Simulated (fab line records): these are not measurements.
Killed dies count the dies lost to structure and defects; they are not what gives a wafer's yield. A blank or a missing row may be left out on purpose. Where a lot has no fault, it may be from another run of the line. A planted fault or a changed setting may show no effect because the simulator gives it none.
fab line records | flow nand-harc
record: lots: 5 | wafers: 15 | last-day: 33
route steps=1302 shown P_GATE@199 END@1302
lots untouched by any fault: they come from a run of this same line in which no faults occurred
start-h: the number of hours between the record's first day and the start of the first shown wafer of the lot | wait-h: time in hours since the lot's previous step | " as in the row above | L1.1+2: a row that stands for several wafers | - no value, or no start given | * or withheld: withheld | < > ~ a bound
route shown NAME@n: a module of which the file shows steps, and the number in the route of the first | usual: the fault-free wafers' mean and standard deviation | same: alike in all rows | chamber/n: place in a boat | sites: the reading at each site | _std_site: standard deviation across them | _edge_site: inner sites' mean taken away from outer sites' mean | radius-mm: how far each site lies from the wafer's centre | mask NAME#n: copy n | behind: the tool/chamber that last shaped the wafer | hold: why the lot went on hold/how many hours it stayed there/how the hold came to an end | device: names the non-switching transistor (n, p or np) | end of line: the route-end tests of the same wafers | a step without rows: its recipe alone | killed: dies lost to structure and defects at the first sort, not the wafer's yield | map: shows each die of a wafer: x if killed, . if not, _ if none is there
set.NAME: setting as actually run; set.NAME@STEP: the setting as run at that earlier step | model.NAME: the simulator's own value behind a step, which no gauge read
a table for each step, a row for each wafer; lots at some steps of the route
services: when a tool's chamber went out of use (start-h, in hours from the record's first day, below 0 if earlier), for how many hours, and the reason
== steps ==
step: NHARC_P_GATE_DEVELOP_90
recipe: time-s: 70
step: NHARC_P_GATE_CD_MEAS_91
recipe: target-cd-nm: 2000 | landing-energy-ev: 500
usual: cd-nm: 2000.2/1.5
lot.wafer | tool      | chamber | start-h | wait-h | cd-nm
L627.1    | cd-sem-03 | 0       | 117.04  | -      | 2000.8
L627.3    | "         | 0       | "       | "      | 1999.1
L627.4    | "         | 0       | "       | "      | 2000.0
L629.3    | cd-sem-02 | 0       | 133.77  | -      | 1999.9
L629.4    | "         | 0       | "       | "      | 2000.8
L629.5    | "         | 0       | "       | "      | 2001.1
L645.1    | cd-sem-03 | 0       | 286.68  | -      | 1998.8
L645.5    | "         | 0       | "       | "      | 1997.9
L645.6    | "         | 0       | "       | "      | 1998.4
L647.2    | cd-sem-02 | 0       | 312.85  | -      | 2002.7
L647.3    | "         | 0       | "       | "      | 1998.4
L647.6    | "         | 0       | "       | "      | 2000.6
L650.2    | cd-sem-02 | 0       | 340.10  | -      | 1997.8
L650.4    | "         | 0       | "       | "      | 1999.7
L650.5    | "         | 0       | "       | "      | 1997.7
step: NHARC_P_GATE_HARDBAKE_92
recipe: temp-c: 125 | time-s: 80
step: NHARC_P_GATE_DESCUM_93
recipe: time-s: 3 | o2-flow-sccm: 200 | ar-flow-sccm: 0 | bias-power-w: 0 | chemistry: O2
usual: drypump-motor-current-A: 5.9/0.45 | oes-product-au: 0.999/0.0092 | rf-vpp-V: 57.8/0.9 | showerhead-plenum-p-Torr: 1.94/0.065 | throttle-valve-pct: 11.312/0.0098
lot.wafer | tool        | chamber | start-h | wait-h | drypump-motor-current-A | oes-product-au | rf-hours-counter-h | rf-vpp-V | showerhead-plenum-p-Torr | throttle-valve-pct
L627.4    | rie-diel-11 | 0       | 117.21  | -      | 5.6                     | 0.993          | 1                  | 57.4     | 1.84                     | 11.320
L627.1    | "           | 1       | "       | "      | 5.1                     | 0.985          | 1                  | 57.2     | 1.97                     | 11.310
L627.3    | "           | 2       | "       | "      | 5.7                     | 0.983          | 1                  | 57.7     | 1.97                     | 11.296
L629.3    | rie-diel-11 | 1       | 133.92  | -      | 5.2                     | 0.996          | 2                  | 58.1     | 1.97                     | 11.310
L629.4    | "           | 2       | "       | "      | 5.7                     | 0.996          | 2                  | 56.9     | 1.97                     | 11.306
L629.5    | "           | 2       | "       | "      | 5.7                     | 1.002          | -                  | 58.1     | 1.97                     | 11.304
L645.1    | rie-diel-04 | 1       | 286.88  | -      | 5.0                     | 1.006          | 5                  | 57.8     | 1.87                     | 11.308
L645.5    | "           | 2       | "       | "      | 6.5                     | 1.001          | -                  | 55.9     | 1.91                     | 11.303
L645.6    | "           | 3       | "       | "      | 6.1                     | 0.998          | -                  | 58.6     | 2.06                     | 11.293
L647.2    | rie-diel-02 | 3       | 313.26  | -      | 6.1                     | 1.017          | 6                  | 58.1     | 1.94                     | 11.308
L647.3    | "           | 0       | "       | "      | 6.0                     | 1.001          | 6                  | 58.7     | 2.01                     | 11.316
L647.6    | "           | 0       | "       | "      | 6.0                     | 1.006          | -                  | 58.2     | 2.01                     | 11.316
L650.2    | rie-diel-02 | 1       | 340.29  | -      | 6.1                     | 1.013          | 9                  | 57.9     | 1.93                     | 11.306
L650.4    | "           | 2       | "       | "      | 6.1                     | 0.998          | 7                  | 59.6     | 2.00                     | 11.322
L650.5    | "           | 0       | "       | "      | 6.0                     | 0.989          | -                  | 56.7     | 2.01                     | 11.307
step: NHARC_P_GATE_IMPLANT_94
recipe: energy-kev: 60 | dose-cm2: 2e+15 | tilt-deg: 7
step: NHARC_P_GATE_STRIP_113
recipe: power-w: 1500 | temp-c: 110 | time-s: 740 | chemistry: N2/H2
usual: drypump-motor-current-A: 5.7/0.36 | heater-power-w: 92/4.5
lot.wafer | tool            | chamber | start-h | wait-h | drypump-motor-current-A | heater-power-w | rf-hours-counter-h
L627.1    | plasma-asher-02 | 1       | 117.67  | 0.3    | 5.9                     | 95             | 6
L627.3    | "               | 1       | "       | "      | 5.9                     | 96             | -
L627.4    | "               | 0       | "       | "      | 5.2                     | 95             | -
L629.3    | plasma-asher-02 | 1       | 134.77  | 0.6    | 5.9                     | 96             | -
L629.4    | "               | 0       | "       | "      | 5.2                     | 93             | -
L629.5    | "               | 1       | "       | "      | 5.9                     | 95             | -
L645.1    | plasma-asher-01 | 1       | 287.22  | 0.2    | 5.5                     | 97             | 25
L645.5    | "               | 1       | "       | "      | 5.5                     | 97             | -
L645.6    | "               | 0       | "       | "      | 6.1                     | 85             | -
L647.2    | plasma-asher-01 | 0       | 313.77  | 0.3    | 6.1                     | 86             | 29
L647.3    | "               | 1       | "       | "      | 5.5                     | 94             | -
L647.6    | "               | 0       | "       | "      | 6.2                     | 85             | -
L650.2    | plasma-asher-02 | 0       | 340.63  | 0.2    | 5.2                     | 94             | 17
L650.4    | "               | 1       | "       | "      | 5.9                     | 95             | -
L650.5    | "               | 0       | "       | "      | 5.2                     | 94             | -
step: NHARC_P_GATE_STRIP_95
recipe: power-w: 1500 | temp-c: 250 | chemistry: O2
usual: drypump-motor-current-A: 5.7/0.35 | heater-power-w: 345/17
lot.wafer | tool            | chamber | start-h | wait-h | drypump-motor-current-A | heater-power-w | rf-hours-counter-h
L627.1    | plasma-asher-02 | 1       | 118.37  | 0.6    | 5.9                     | 346            | 7
L627.3    | "               | 1       | "       | "      | 5.9                     | 358            | -
L627.4    | "               | 0       | "       | "      | 5.2                     | 348            | -
L629.3    | plasma-asher-02 | 1       | 135.27  | 0.4    | 5.9                     | 350            | -
L629.4    | "               | 0       | "       | "      | 5.2                     | 353            | -
L629.5    | "               | 1       | "       | "      | 5.9                     | 353            | -
L645.1    | plasma-asher-01 | 1       | 287.94  | 0.6    | 5.5                     | 352            | 26
L645.5    | "               | 1       | "       | "      | 5.5                     | 360            | -
L645.6    | "               | 0       | "       | "      | 6.1                     | 317            | -
L647.2    | plasma-asher-01 | 0       | 314.38  | 0.5    | 6.1                     | 317            | 30
L647.3    | "               | 1       | "       | "      | 5.5                     | 353            | -
L647.6    | "               | 0       | "       | "      | 6.1                     | 312            | -
L650.2    | plasma-asher-02 | 0       | 341.36  | 0.6    | 5.2                     | 349            | 17
L650.4    | "               | 1       | "       | "      | 5.9                     | 361            | -
L650.5    | "               | 0       | "       | "      | 5.2                     | 339            | -
step: NHARC_P_GATE_STRIP_96
recipe: time-s: 900 | temp-c: 130 | chemistry: SPM
step: NHARC_P_GATE_RTA_64
recipe: temp-c: 1050 | time-s: 1
usual: lamp-power-pct: 31.5/0.71 | lamp_zone_1_pct: 31.5/0.71 | lamp_zone_6_pct: 31.5/0.71 | time-s: 1/0 | wafer_temp_C_max: 1054.3/1
lot.wafer | tool          | chamber | start-h | wait-h | lamp-power-pct | lamp_zone_1_pct | lamp_zone_6_pct | time-s | wafer_temp_C_max
L627.1    | rtp-anneal-02 | 0       | 118.93  | -      | 30.7           | 30.7            | 30.6            | 1      | 1053.9
L627.3    | "             | 0       | "       | "      | 30.7           | 30.8            | 30.7            | 1      | 1053.8
L627.4    | "             | 0       | "       | "      | 30.7           | 30.7            | 30.6            | 1      | 1053.7
L629.3    | rtp-anneal-02 | 0       | 135.87  | -      | 30.7           | 30.7            | 30.6            | 1      | 1053.1
L629.4    | "             | 0       | "       | "      | 30.7           | 30.7            | 30.6            | 1      | 1054.1
L629.5    | "             | 0       | "       | "      | 30.7           | 30.7            | 30.7            | 1      | 1054.3
L645.1    | rtp-anneal-02 | 0       | 288.50  | -      | 30.7           | 30.7            | 30.6            | 1      | 1052.9
L645.5    | "             | 0       | "       | "      | 30.7           | 30.6            | 30.7            | 1      | 1053.5
L645.6    | "             | 0       | "       | "      | 30.7           | 30.7            | 30.7            | 1      | 1054.2
L647.2    | rtp-anneal-01 | 0       | 314.95  | -      | 32.1           | 32.1            | 32.1            | 1      | 1054.6
L647.3    | "             | 0       | "       | "      | 32.1           | 32.1            | 32.1            | 1      | 1055.1
L647.6    | "             | 0       | "       | "      | 32.1           | 32.1            | 32.1            | 1      | 1055.2
L650.2    | rtp-anneal-01 | 0       | 341.95  | -      | 32.2           | 32.1            | 32.1            | 1      | 1054.3
L650.4    | "             | 0       | "       | "      | 32.2           | 32.2            | 32.1            | 1      | 1054.6
L650.5    | "             | 0       | "       | "      | 32.1           | 32.1            | 32.1            | 1      | 1056.6
step: NHARC_P_GATE_ETCH_77
recipe: target-depth-a: 60 | chemistry: dHF | material: SiO2
step: NHARC_P_GATE_DEGAS_109
recipe: temp-c: 300 | time-s: 60
usual: heater-power-w: 454/57
lot.wafer | tool           | chamber | start-h | wait-h | heater-power-w
L627.4    | pvd-sputter-02 | -       | 119.24  | 0.1    | 447
L627.3    | "              | -       | "       | "      | 433
L627.1    | "              | -       | "       | "      | 420
L629.4    | pvd-sputter-03 | -       | 136.12  | 0.1    | 391
L629.3    | "              | -       | "       | "      | 452
L629.5    | "              | -       | "       | "      | 392
L645.1    | pvd-sputter-03 | -       | 288.82  | 0.1    | 416
L645.6    | "              | -       | "       | "      | 508
L645.5    | "              | -       | "       | "      | 422
L647.2    | pvd-sputter-02 | -       | 315.23  | 0.1    | 418
L647.3    | "              | -       | "       | "      | 441
L647.6    | "              | -       | "       | "      | 416
L650.2    | pvd-sputter-02 | -       | 342.23  | 0.1    | 430
L650.4    | "              | -       | "       | "      | 406
L650.5    | "              | -       | "       | "      | 403
step: NHARC_P_GATE_PRE_CLEAN_110
recipe: time-s: 30 | bias-v: 200 | gas: Ar
step: NHARC_P_GATE_SPUTTER_78
recipe: target-thk-a: 100 | material: Ni
lot.wafer  | tool           | chamber | start-h | wait-h
L627.1+3+4 | pvd-sputter-02 | -       | 119.34  | -
L629.4+3+5 | pvd-sputter-03 | -       | 136.21  | -
L645.1+5+6 | pvd-sputter-03 | -       | 288.93  | -
L647.3+2+6 | pvd-sputter-02 | -       | 315.33  | -
L650.4+2+5 | pvd-sputter-02 | -       | 342.33  | -
step: NHARC_P_GATE_SPUTTER_79
recipe: target-thk-a: 100 | material: TiN
step: NHARC_P_GATE_RTA_80
recipe: temp-c: 300 | time-s: 30
usual: time-s: 30/0 | wafer_temp_C_max: 301.2/0.32
lot.wafer | tool          | chamber | start-h | wait-h | time-s | wafer_temp_C_max
L627.1    | rtp-anneal-01 | 0       | 119.53  | -      | 30     | 300.9
L627.3    | "             | 0       | "       | "      | 30     | 301.4
L627.4    | "             | 0       | "       | "      | 30     | 301.5
L629.3    | rtp-anneal-02 | 0       | 136.47  | -      | 30     | 301.2
L629.4    | "             | 0       | "       | "      | 30     | 301.3
L629.5    | "             | 0       | "       | "      | 30     | 300.7
L645.1    | rtp-anneal-01 | 0       | 289.10  | -      | 30     | 301.5
L645.5    | "             | 0       | "       | "      | 23.002 | 301.3
L645.6    | "             | 0       | "       | "      | 30     | 301.3
L647.2    | rtp-anneal-02 | 0       | 315.55  | -      | 30     | 300.5
L647.3    | "             | 0       | "       | "      | 30     | 301.0
L647.6    | "             | 0       | "       | "      | 30     | 301.3
L650.2    | rtp-anneal-02 | 0       | 342.56  | -      | 30     | 300.9
L650.4    | "             | 0       | "       | "      | 30     | 300.7
L650.5    | "             | 0       | "       | "      | 30     | 300.7
step: NHARC_P_GATE_STRIP_67
recipe: time-s: 600 | temp-c: 130 | chemistry: SPM
step: NHARC_END_SORT_01
recipe: temp-c: 25
usual: killed-at-array: 55/22 | killed-at-other: 1.1/1.4 | killed-at-periphery: 4/3.2 | killed-dies: 59/22 | killed-open: 3.3/1.8 | killed-short: 2.5/1.5
same: gross-dies: 677
lot.wafer | tool      | chamber | start-h | wait-h | killed-at-array | killed-at-other | killed-at-periphery | killed-dies | killed-open | killed-short
L629.3    | prober-02 | 0       | 581.52  | 3.1    | 28              | 0               | 7                   | 35          | 2           | 3
L629.4    | prober-02 | 0       | 582.31  | 3.4    | 56              | 0               | 2                   | 58          | 6           | 3
L629.5    | prober-02 | 0       | 583.10  | 3.7    | 46              | 2               | 3                   | 51          | 5           | 1
L645.1    | prober-02 | 0       | 720.60  | 2.5    | 42              | 1               | 14                  | 57          | 3           | 4
L645.5    | prober-02 | 0       | 723.78  | 3.7    | 26              | 0               | 11                  | 37          | 3           | 1
L645.6    | prober-02 | 0       | 724.57  | 4.0    | 44              | 1               | 13                  | 58          | 4           | 3
killed by level:class
L629.3 A_CHANNEL_HOLE_D1:chamber-film-flake=11 A_CHANNEL_HOLE_D2:chamber-film-flake=9 P_STI:chamber-film-flake=2 A_CONTACT:chamber-film-flake=2 P_GATE:geometric-particle:short=1 P_M0:geometric-particle:open=1 A_DECK1_JOINT:geometric-particle:short=1 A_ONON_D2:geometric-particle:short=1
L629.4 A_CHANNEL_HOLE_D1:chamber-film-flake=31 A_CHANNEL_HOLE_D2:chamber-film-flake=7 A_CONTACT:chamber-film-flake=5 A_CHANNEL_FILL_D1:geometric-particle:open=2 A_STAIRCASE:chamber-film-flake=2 A_WL_FILL:chamber-film-flake=2 P_GATE:geometric-particle:short=1 P_M1:geometric-particle:open=1
L629.5 A_CHANNEL_HOLE_D1:chamber-film-flake=32 A_CHANNEL_HOLE_D2:chamber-film-flake=7 A_CHANNEL_FILL_D1:chamber-film-flake=2 THIN_TSV:chamber-film-flake=2 P_CONTACT:geometric-particle:open=1 P_M0:geometric-particle:open=1 A_CHANNEL_FILL_D1:geometric-particle:open=1 A_CHANNEL_FILL_D2:geometric-particle:open=1
L645.1 A_CHANNEL_HOLE_D1:chamber-film-flake=29 P_GATE:chamber-film-flake=9 A_CONTACT:chamber-film-flake=5 A_SLIT:chamber-film-flake=3 P_CONTACT:geometric-particle:open=2 P_CONTACT:chamber-film-flake=2 A_CHANNEL_FILL_D1:geometric-particle:short=1 A_ONON_D2:geometric-particle:short=1
L645.5 A_CHANNEL_HOLE_D1:chamber-film-flake=8 A_CONTACT:chamber-film-flake=8 A_SLIT:chamber-film-flake=4 P_ZERO_WELL:chamber-film-flake=3 P_GATE:chamber-film-flake=3 P_CONTACT:chamber-film-flake=3 P_M2:chamber-film-flake=2 A_DECK1_JOINT:geometric-particle:open=1
L645.6 A_CHANNEL_HOLE_D1:chamber-film-flake=32 P_GATE:chamber-film-flake=4 P_CONTACT:chamber-film-flake=4 A_CONTACT:chamber-film-flake=4 P_M2:chamber-film-flake=3 A_SLIT:chamber-film-flake=2 P_M1:geometric-particle:open=1 A_ONON_D2:geometric-particle:open=1
== services ==
tool            | chamber | start-h | hours | kind
pvd-sputter-02  | -       | 104.00  | 10.0  | pm
plasma-asher-02 | -       | 121.79  | 2.8   | repair
plasma-asher-01 | -       | 130.34  | 4.3   | repair
pvd-sputter-02  | -       | 133.86  | 2.8   | repair
rie-diel-11     | -       | 140.23  | 0.4   | repair
rie-diel-11     | 0       | 144.15  | 2.5   | repair
rie-diel-04     | -       | 150.49  | 0.3   | repair
rie-diel-04     | 0       | 160.06  | 3.8   | repair
plasma-asher-01 | -       | 169.52  | 9.0   | pm
pvd-sputter-02  | -       | 171.88  | 1.2   | repair
rie-diel-04     | 0       | 177.21  | 5.0   | repair
rie-diel-04     | -       | 177.90  | 9.0   | pm
rie-diel-02     | -       | 216.70  | 9.0   | pm
pvd-sputter-03  | -       | 227.63  | 10.0  | pm
plasma-asher-02 | -       | 249.36  | 9.0   | pm
rie-diel-11     | -       | 255.50  | 9.0   | pm
rie-diel-02     | 1       | 270.43  | 9.6   | repair
pvd-sputter-02  | -       | 282.00  | 10.0  | pm
rie-diel-11     | 3       | 283.33  | 15.0  | repair
rie-diel-02     | 2       | 301.24  | 22.0  | repair
pvd-sputter-03  | -       | 306.90  | 2.4   | repair
plasma-asher-02 | -       | 308.61  | 1.9   | repair
rie-diel-11     | -       | 311.40  | 2.0   | repair
rie-diel-11     | 2       | 338.90  | 6.1   | repair
== key ==
first-sign: step: NHARC_P_GATE_RTA_80 | reading: time-s | direction: down | sigmas: 99+ | usual: * | struck: *
effect none on later readings
met-at NHARC_P_GATE_SPUTTER_78,NHARC_P_GATE_RTA_80
struck-wafers L645.5
tester-left-out L645
onset-between 136.21 288.93
fault: kind: process-parameter-drift | tool: pvd-sputter-03 | chamber: - | onset-h: 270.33 | steps: NHARC_P_GATE_SPUTTER_78 | channel: target-thk-a | offset: * | shape: step | end-h: 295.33 | scope: struck-wafers-only | acts-in: * | stated: *
fault: kind: process-parameter-drift | tool: rtp-anneal-01 | chamber: - | onset-h: 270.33 | steps: NHARC_P_GATE_RTA_80 | channel: time-s | offset: * | shape: step | end-h: 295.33 | scope: struck-wafers-only | acts-in: * | stated: *
tester-left-out: of these lots the tester's yield and bins aren't shown, on N5 and GAA mostly nor the transistor test; their killed dies are dies lost to structure and defects alone, not to doping, threshold or leakage, so they don't give the yield
